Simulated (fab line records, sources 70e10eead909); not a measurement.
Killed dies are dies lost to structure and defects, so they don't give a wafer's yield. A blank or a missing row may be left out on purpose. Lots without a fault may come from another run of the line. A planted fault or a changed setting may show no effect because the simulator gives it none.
fab line records | flow nand_harc
record lots=5 wafers=15 last_day=24
route steps=1159 shown P_GATE@170 END@1159
lots that met no fault: from a run of the same line without faults
start_h: hours from the record's first day to the start of the lot's first wafer shown | wait_h: hours since the lot's step before | " the same as in the row above | L1.1+2: a row that stands for several wafers | - no value, or no start given | * or withheld: withheld | < > ~ a bound
route shown NAME@n: a module of which the file shows steps, and the number in the route of the first | usual: mean/standard deviation of fault-free wafers | same: alike in all rows | chamber/n: place in a boat | sites: the reading at each site | _std_site: their standard deviation | _edge_site: outer sites' mean less inner sites' | radius_mm: how far each site lies from the wafer's centre | mask NAME#n: copy n | behind: the tool/chamber that last shaped the wafer | hold: why the lot was held/for how many hours/how that ended | device: the transistor (n, p or np) that didn't switch | end of line: the same wafers' tests at the end of the route | a step without rows: its recipe alone | killed: dies lost to structure and defects at the first sort, not the wafer's yield | map: a wafer's dies, x killed, . not, _ none there
set.NAME: the setting as run; set.NAME@STEP: as run at that earlier step | model.NAME: the simulator's own value behind a step, which no gauge read
lots at some steps of the route; a table a step, a row a wafer
services: from which hour (start_h, from the record's first day; less than 0 if before it) a tool's chamber was out of use, for how many hours, and why
## steps
# step NHARC_P_GATE_CD_MEAS_46
# recipe target_cd_nm=720 landing_energy_ev=500
# usual cd_nm=718.5/2
# columns lot.wafer tool chamber start_h wait_h cd_nm
L444.1 cd_sem-03 0 129.91 - 720.8
L444.2 " 0 " " 718.5
L444.4 " 0 " " 716.3
L446.1 cd_sem-02 0 140.54 - 719.7
L446.5 " 0 " " 719.4
L446.6 " 0 " " 717.2
L453.2 cd_sem-02 0 176.58 - 717.6
L453.3 " 0 " " 719.3
L453.5 " 0 " " 722.3
L462.1 cd_sem-01 0 228.06 - 718.8
L462.2 " 0 " " 718.9
L462.5 " 0 " " 717.1
L461.1 cd_sem-01 0 228.80 - 716.2
L461.4 " 0 " " 720.2
L461.6 " 0 " " 719.2
# step NHARC_P_GATE_HARDBAKE_47
# recipe temp_c=125 time_s=80
# step NHARC_P_GATE_DESCUM_48
# recipe time_s=3 o2_flow_sccm=200 ar_flow_sccm=0 bias_power_w=0 chemistry=O2
# usual chamber_pressure_mTorr=60.01/0.057 drypump_motor_current_A=5.70/0.21 oes_product_au=0.998/0.0098 rf_vpp_V=57.8/0.82 showerhead_plenum_p_Torr=1.92/0.077 throttle_valve_pct=11.310/0.0099
# columns lot.wafer tool chamber start_h wait_h chamber_pressure_mTorr drypump_motor_current_A oes_product_au rf_hours_counter_h rf_vpp_V showerhead_plenum_p_Torr throttle_valve_pct
L444.2 rie_diel-11 3 130.14 - 59.99 5.78 0.996 42 57.9 2.01 11.310
L444.1 " 1 " " 60.02 5.78 0.995 40 57.5 1.88 11.322
L444.4 " 2 " " 60.06 5.58 0.998 39 55.8 1.86 11.313
L446.1 rie_diel-11 3 140.76 - 60.01 5.80 1.005 46 58.5 2.01 11.300
L446.5 " 1 " " 59.96 5.78 1.002 - 58.4 1.88 11.299
L446.6 " 2 " " 60.03 5.57 1.004 - 56.8 1.86 11.306
L453.3 rie_diel-08 1 176.75 - 59.99 5.92 0.997 7 58.7 2.00 11.316
L453.2 " 2 " " 60.07 5.34 0.979 8 57.8 1.80 11.322
L453.5 " 0 " " 59.97 5.58 1.006 - 57.7 1.89 11.310
L462.2 rie_diel-11 2 228.24 - 59.96 5.60 1.008 14 57.3 1.85 11.309
L462.1 " 3 " " 60.09 5.79 0.980 13 58.1 2.00 11.323
L462.5 " 2 " " 59.96 5.59 1.004 - 58.2 1.85 11.305
L461.4 rie_diel-11 2 228.96 - 60.22 5.60 1.001 14 57.0 1.85 11.312
L461.1 " 1 " " 60.04 5.77 0.972 13 57.4 1.87 11.306
L461.6 " 3 " " 59.97 5.80 0.978 - 59.2 2.00 11.296
# step NHARC_P_GATE_IMPLANT_49
# recipe energy_kev=30 dose_cm2=3e+15 tilt_deg=7
# step NHARC_P_GATE_STRIP_111
# recipe power_w=1500 temp_c=110 time_s=250 chemistry=N2/H2
# step NHARC_P_GATE_STRIP_75
# recipe power_w=1500 temp_c=250 chemistry=O2
# step NHARC_P_GATE_STRIP_50
# recipe time_s=900 temp_c=130 chemistry=SPM
# step NHARC_P_GATE_DEHYDRATE_51
# recipe temp_c=150 time_s=120
# step NHARC_P_GATE_HMDS_52
# recipe time_s=30
# step NHARC_P_GATE_COAT_53
# recipe spin_rpm=3000
# step NHARC_P_GATE_SOFTBAKE_54
# recipe temp_c=122 time_s=95
# step NHARC_P_GATE_EBR_55
# step NHARC_P_GATE_EXPOSE_56
# recipe na=0.6 target_cd_nm=720 dose_mj=14.81 mask_id=P_PSD
# columns lot.wafer tool chamber start_h wait_h mask
L444.1+2+4 krf_scanner-01 0 131.46 - P_PSD#0
L446.1+5+6 krf_scanner-02 0 142.17 - P_PSD#0
L453.2+3+5 krf_scanner-01 0 178.70 - P_PSD_R1#0
L462.1+2+5 krf_scanner-01 0 229.66 - P_PSD#0
L461.1+4+6 krf_scanner-02 0 230.40 - P_PSD#0
# step NHARC_P_GATE_PEB_57
# recipe peb_temp_c=118 peb_time_s=85
# step NHARC_P_GATE_DEVELOP_58
# recipe time_s=70
# step NHARC_P_GATE_CD_MEAS_59
# recipe target_cd_nm=720 landing_energy_ev=500
# usual cd_nm=719.0/2.4
# columns lot.wafer tool chamber start_h wait_h hold cd_nm
L444.1 cd_sem-02 0 131.62 - - 713.0
L444.2 " 0 " " - 720.6
L444.4 " 0 " " - 716.9
L446.1 cd_sem-01 0 142.32 - - 721.9
L446.5 " 0 " " - 718.9
L446.6 " 0 " " - 715.9
L453.2 cd_sem-02 0 178.85 - await_dispo/0.2h/release 794.5
L453.3 " 0 " " await_dispo/0.2h/release 797.6
L453.5 " 0 " " await_dispo/0.2h/release 793.2
L453.2 cd_sem-02 0 - - - 794.4
L453.3 " 0 " " - 797.1
L453.5 " 0 " " - 793.6
L462.1 cd_sem-02 0 229.81 - - 719.4
L462.2 " 0 " " - 715.9
L462.5 " 0 " " - 717.0
L461.1 cd_sem-02 0 230.56 - - 719.1
L461.4 " 0 " " - 717.6
L461.6 " 0 " " - 715.7
# step NHARC_P_GATE_DESCUM_61
# recipe time_s=3 o2_flow_sccm=200 ar_flow_sccm=0 bias_power_w=0 chemistry=O2
# usual chamber_pressure_mTorr=60.00/0.056 drypump_motor_current_A=5.71/0.27 oes_product_au=1.002/0.0083 rf_vpp_V=57.7/0.91 showerhead_plenum_p_Torr=1.90/0.076 throttle_valve_pct=11.312/0.0082
# columns lot.wafer tool chamber start_h wait_h chamber_pressure_mTorr drypump_motor_current_A oes_product_au rf_hours_counter_h rf_vpp_V showerhead_plenum_p_Torr throttle_valve_pct
L444.2 rie_diel-01 3 131.78 - 60.02 6.08 1.001 49 57.0 1.96 11.309
L444.1 " 1 " " 60.01 5.89 1.028 67 57.4 1.82 11.310
L444.4 " 2 " " 60.03 5.78 1.003 51 57.7 2.03 11.320
L446.1 rie_diel-11 1 142.55 - 60.00 5.76 0.997 45 57.4 1.88 11.309
L446.6 " 1 " " 59.95 5.74 0.995 - 60.0 1.88 11.321
L446.5 " 2 " " 59.94 5.58 1.012 - 57.8 1.86 11.317
L453.3 rie_diel-08 2 180.07 - 59.98 5.34 0.987 8 57.6 1.80 11.315
L453.2 " 1 " " 60.04 5.95 0.999 8 59.7 2.00 11.322
L453.5 " 2 " " 60.01 5.32 0.997 - 56.6 1.80 11.313
L462.1 rie_diel-08 3 229.97 - 59.95 5.96 0.989 18 56.6 1.87 11.308
L462.2 " 2 " " 60.05 5.34 0.990 19 57.6 1.80 11.296
L462.5 " 0 " " 60.05 5.58 0.981 - 57.7 1.88 11.310
L461.4 rie_diel-08 3 230.73 - 60.02 5.98 1.002 18 56.8 1.87 11.312
L461.1 " 0 " " 60.13 5.59 1.001 16 56.0 1.88 11.308
L461.6 " 2 " " 59.92 5.33 0.986 - 57.9 1.80 11.314
# step NHARC_P_GATE_IMPLANT_62
# recipe energy_kev=20 dose_cm2=3e+15 tilt_deg=7
# step NHARC_P_GATE_STRIP_112
# recipe power_w=1500 temp_c=110 time_s=200 chemistry=N2/H2
# step NHARC_P_GATE_STRIP_76
# recipe power_w=1500 temp_c=250 chemistry=O2
# usual drypump_motor_current_A=5.6/0.33 heater_power_w=353/14
# columns lot.wafer tool chamber start_h wait_h drypump_motor_current_A heater_power_w rf_hours_counter_h
L444.2 plasma_asher-01 0 132.41 0.2 5.2 349 7
L444.1 " 1 " " 5.7 376 7
L444.4 " 0 " " 5.2 350 -
L446.1 plasma_asher-01 1 143.25 0.2 5.7 365 10
L446.6 " 1 " " 5.7 372 -
L446.5 " 0 " " 5.2 353 -
L453.2 plasma_asher-02 0 181.39 0.3 5.5 338 53
L453.3 " 1 " " 6.1 336 -
L453.5 " 0 " " 5.5 331 -
L462.2 plasma_asher-02 0 230.77 0.2 5.5 341 13
L462.1 " 1 " " 6.1 362 13
L462.5 " 1 " " 6.1 352 -
L461.1 plasma_asher-01 0 231.36 0.2 5.2 355 41
L461.4 " 0 " " 5.2 348 -
L461.6 " 0 " " 5.2 349 -
# step NHARC_P_GATE_STRIP_63
# recipe time_s=900 temp_c=130 chemistry=SPM
# step NHARC_P_GATE_DEHYDRATE_83
# recipe temp_c=150 time_s=120
# step NHARC_P_GATE_HMDS_84
# recipe time_s=30
# step NHARC_P_GATE_COAT_85
# recipe spin_rpm=3000
# step NHARC_P_GATE_SOFTBAKE_86
# recipe temp_c=122 time_s=95
# step NHARC_P_GATE_EBR_87
# step NHARC_P_GATE_EXPOSE_88
# recipe na=0.6 target_cd_nm=2000 dose_mj=11.87 mask_id=P_HVN
# step NHARC_P_GATE_PEB_89
# recipe peb_temp_c=118 peb_time_s=85
# step NHARC_P_GATE_DEVELOP_90
# recipe time_s=70
# step NHARC_P_GATE_CD_MEAS_91
# recipe target_cd_nm=2000 landing_energy_ev=500
# usual cd_nm=2000.1/2.1
# columns lot.wafer tool chamber start_h wait_h cd_nm
L444.1 cd_sem-02 0 133.20 - 2002.8
L444.2 " 0 " " 1998.2
L444.4 " 0 " " 2000.7
L446.1 cd_sem-01 0 144.05 - 2000.1
L446.5 " 0 " " 2002.6
L446.6 " 0 " " 2000.9
L453.2 cd_sem-02 0 182.19 - 1996.5
L453.3 " 0 " " 1997.9
L453.5 " 0 " " 2003.5
L462.1 cd_sem-01 0 231.71 - 1998.7
L462.2 " 0 " " 1997.7
L462.5 " 0 " " 1997.0
L461.1 cd_sem-03 0 232.27 - 1999.9
L461.4 " 0 " " 2000.6
L461.6 " 0 " " 2004.1
# step NHARC_P_GATE_HARDBAKE_92
# recipe temp_c=125 time_s=80
# step NHARC_P_GATE_DESCUM_93
# recipe time_s=3 o2_flow_sccm=200 ar_flow_sccm=0 bias_power_w=0 chemistry=O2
# step NHARC_P_GATE_IMPLANT_94
# recipe energy_kev=60 dose_cm2=2e+15 tilt_deg=7
# step NHARC_P_GATE_STRIP_113
# recipe power_w=1500 temp_c=110 time_s=740 chemistry=N2/H2
# usual drypump_motor_current_A=5.7/0.34 heater_power_w=93/4.4
# columns lot.wafer tool chamber start_h wait_h drypump_motor_current_A heater_power_w rf_hours_counter_h
L444.2 plasma_asher-02 1 133.73 0.2 6.1 90 38
L444.1 " 0 " " 5.4 90 38
L444.4 " 0 " " 5.5 87 -
L446.1 plasma_asher-01 0 144.86 0.5 5.2 94 11
L446.6 " 1 " " 5.7 99 -
L446.5 " 0 " " 5.2 95 -
L453.2 plasma_asher-01 0 182.94 0.3 5.2 95 22
L453.3 " 0 " " 5.2 93 -
L453.5 " 0 " " 5.2 94 -
L462.1 plasma_asher-02 0 232.24 0.2 5.5 93 13
L462.2 " 1 " " 6.2 95 13
L462.5 " 1 " " 6.1 96 -
L461.1 plasma_asher-01 1 232.91 0.3 5.7 98 41
L461.4 " 1 " " 5.7 99 -
L461.6 " 0 " " 5.2 95 -
# step NHARC_P_GATE_STRIP_95
# recipe power_w=1500 temp_c=250 chemistry=O2
# step NHARC_P_GATE_STRIP_96
# recipe time_s=900 temp_c=130 chemistry=SPM
# step NHARC_P_GATE_RTA_64
# recipe temp_c=1050 time_s=1
# usual lamp_power_pct=32.4/0.52 lamp_zone_4_pct=32.4/0.51 lamp_zone_5_pct=32.4/0.51 wafer_temp_C_max=1054.2/0.89
# columns lot.wafer tool chamber start_h wait_h lamp_power_pct lamp_zone_4_pct lamp_zone_5_pct wafer_temp_C_max
L444.1 rtp_anneal-01 0 134.99 - 33.0 32.9 33.0 1053.2
L444.2 " 0 " " 33.0 32.9 32.9 1054.7
L444.4 " 0 " " 33.0 33.0 32.9 1054.6
L446.1 rtp_anneal-01 0 146.02 - 33.0 33.0 33.0 1053.7
L446.5 " 0 " " 33.0 32.9 33.0 1053.0
L446.6 " 0 " " 33.0 33.0 32.9 1053.0
L453.2 rtp_anneal-02 0 184.21 - 32.0 31.9 32.0 1053.7
L453.3 " 0 " " 32.0 31.9 31.9 1055.1
L453.5 " 0 " " 32.0 31.9 32.0 1053.8
L462.1 rtp_anneal-02 0 233.52 - 31.9 31.9 31.9 1055.3
L462.2 " 0 " " 32.0 31.9 31.9 1054.9
L462.5 " 0 " " 31.9 31.9 31.8 1053.5
L461.1 rtp_anneal-01 0 234.08 - 33.0 32.9 33.0 1053.1
L461.4 " 0 " " 33.0 33.0 33.0 1054.8
L461.6 " 0 " " 33.0 33.0 33.0 1055.5
# step NHARC_P_GATE_ETCH_77
# recipe target_depth_a=60 chemistry=dHF material=SiO2
# step NHARC_P_GATE_DEGAS_109
# recipe temp_c=300 time_s=60
# step NHARC_P_GATE_PRE_CLEAN_110
# recipe time_s=30 bias_v=200 gas=Ar
# step NHARC_P_GATE_SPUTTER_78
# recipe target_thk_a=100 material=Ni
# step NHARC_END_SORT_01
# recipe temp_c=25
# usual defect_limited_yield=95.4/1.5 killed_at_array=27/9.9 killed_at_other=0.5/0.76 killed_at_periphery=3.4/2.2 killed_dies=31/10 killed_open=3.3/2 killed_short=2.0/1.5 sort_bin_2_pct=1.5/0.64 sort_bin_3_pct=0.21/0.2 sort_bin_4_pct=2.9/0.97 sort_n_pass=646/10 sort_rim_yield_pct=96.9/2 sort_yield_pct=95.4/1.5
# same gross_dies=677 sort_bin_5_pct[%]=0 sort_bin_6_pct[%]=0 sort_bin_7_pct[%]=0 sort_bin_8_pct[%]=0 sort_rim_n_gross=106.00
# columns lot.wafer tool chamber start_h wait_h defect_limited_yield[%] killed_at_array killed_at_other killed_at_periphery killed_dies killed_open killed_short sort_bin_2_pct[%] sort_bin_3_pct[%] sort_bin_4_pct[%] sort_n_pass sort_rim_yield_pct[%] sort_yield_pct[%]
L444.1 prober-01 0 467.21 2.5 96.0 22 1 4 27 4 3 1.5 0.30 2.2 650 98.1 96.0
L444.2 prober-01 0 468.01 2.8 95.6 27 0 3 30 0 4 0.9 0.15 3.4 647 96.2 95.6
L444.4 prober-01 0 469.61 3.4 96.0 23 0 4 27 7 3 1.2 0 2.8 650 97.2 96.0
L462.1 prober-02 0 558.05 2.5 92.3 49 0 3 52 5 1 3.7 0.15 3.8 625 98.1 92.3
L462.2 prober-02 0 558.86 2.8 93.8 33 1 8 42 2 3 1.9 0.59 3.7 635 94.3 93.8
L462.5 prober-02 0 561.29 3.7 93.8 37 0 5 42 3 1 3.0 0.30 3.0 635 98.1 93.8
# killed by level:class
L444.1 A_SLIT:chamber_film_flake=11 A_STAIRCASE:chamber_film_flake=3 A_CHANNEL_HOLE_D1:chamber_film_flake=2 P_GATE:geometric_particle:open=1 P_M0:geometric_particle:open=1 A_ONON_D1:geometric_particle:open=1 A_CHANNEL_HOLE_D1:geometric_particle:open=1 A_SGD_CUT:geometric_particle:short=1
L444.2 A_SLIT:chamber_film_flake=10 A_CONTACT:chamber_film_flake=5 A_CHANNEL_FILL_D1:chamber_film_flake=3 A_ONON_D1:geometric_particle:short=2 P_GATE:chamber_film_flake=2 A_WL_FILL:chamber_film_flake=2 A_CHANNEL_FILL_D1:geometric_particle:short=1 A_CONTACT:geometric_particle:short=1
L444.4 A_SLIT:chamber_film_flake=7 A_STAIRCASE:chamber_film_flake=5 P_M0:geometric_particle:open=3 A_BLC:chamber_film_flake=2 A_ONON_D1:geometric_particle:short=1 A_ONON_D1:geometric_particle:open=1 A_SGD_CUT:geometric_particle:open=1 A_WL_FILL:geometric_particle:short=1
L462.1 A_SLIT:chamber_film_flake=29 A_CHANNEL_HOLE_D1:chamber_film_flake=4 A_WL_FILL:chamber_film_flake=4 A_CONTACT:chamber_film_flake=3 A_WL_FILL:geometric_particle:open=2 A_M1:chamber_film_flake=2 A_ONON_D1:geometric_particle:open=1 A_CONTACT:geometric_particle:open=1
L462.2 A_SLIT:chamber_film_flake=15 A_CHANNEL_HOLE_D1:chamber_film_flake=9 P_M2:chamber_film_flake=5 A_CONTACT:chamber_film_flake=4 P_CONTACT:geometric_particle:open=2 A_STAIRCASE:chamber_film_flake=2 P_STI:geometric_particle:short=1 A_WL_FILL:geometric_particle:short=1
L462.5 A_SLIT:chamber_film_flake=14 A_CHANNEL_HOLE_D1:chamber_film_flake=8 A_CONTACT:chamber_film_flake=5 A_WL_FILL:chamber_film_flake=4 P_M2:chamber_film_flake=3 A_M1:chamber_film_flake=2 P_CONTACT:geometric_particle:open=1 P_M0:geometric_particle:open=1
## services
# columns tool chamber start_h hours kind
plasma_asher-01 0 108.00 - clean
plasma_asher-01 1 108.00 - clean
rie_diel-11 0 120.63 - clean
rie_diel-11 1 120.63 - clean
rie_diel-11 2 120.63 - clean
rie_diel-11 3 120.63 - clean
rie_diel-08 - 124.80 9.0 pm
rie_diel-01 - 137.88 9.0 pm
rie_diel-11 0 145.13 - clean
rie_diel-11 1 145.13 - clean
rie_diel-11 2 145.13 - clean
rie_diel-11 3 145.13 - clean
plasma_asher-01 - 154.94 0.3 repair
rie_diel-11 0 169.63 - clean
rie_diel-11 1 169.63 - clean
rie_diel-11 2 169.63 - clean
rie_diel-11 3 169.63 - clean
rie_diel-08 - 182.51 0.4 repair
plasma_asher-02 - 183.11 9.0 pm
rie_diel-11 0 188.45 2.9 repair
rie_diel-11 - 189.50 9.0 pm
krf_scanner-02 - 210.00 4.0 pm
rie_diel-08 0 211.62 11.0 repair
krf_scanner-01 - 220.35 4.2 repair
## key
first_sign step=NHARC_P_GATE_EXPOSE_56 reading=mask direction=changed
effect step=NHARC_P_GATE_CD_MEAS_59 reading=visit direction=added
effect step=NHARC_P_GATE_CD_MEAS_59 reading=cd_nm direction=up sigmas=32 usual=719.0 struck=795.1
met_at NHARC_P_GATE_EXPOSE_56
struck_wafers L453.2,L453.3,L453.5
scrapped_behind NHARC_A_ZERO_WELL_INSPECT_17 L453.2,L453.3,L453.5
onset_between 131.46 178.70
fault kind=wrong_mask tool=any chamber=- onset_h=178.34 steps=NHARC_P_GATE_EXPOSE_56 aux_copy=P_PSD_R1#0 cd_offset_nm=80.314 scope=struck_lots_only
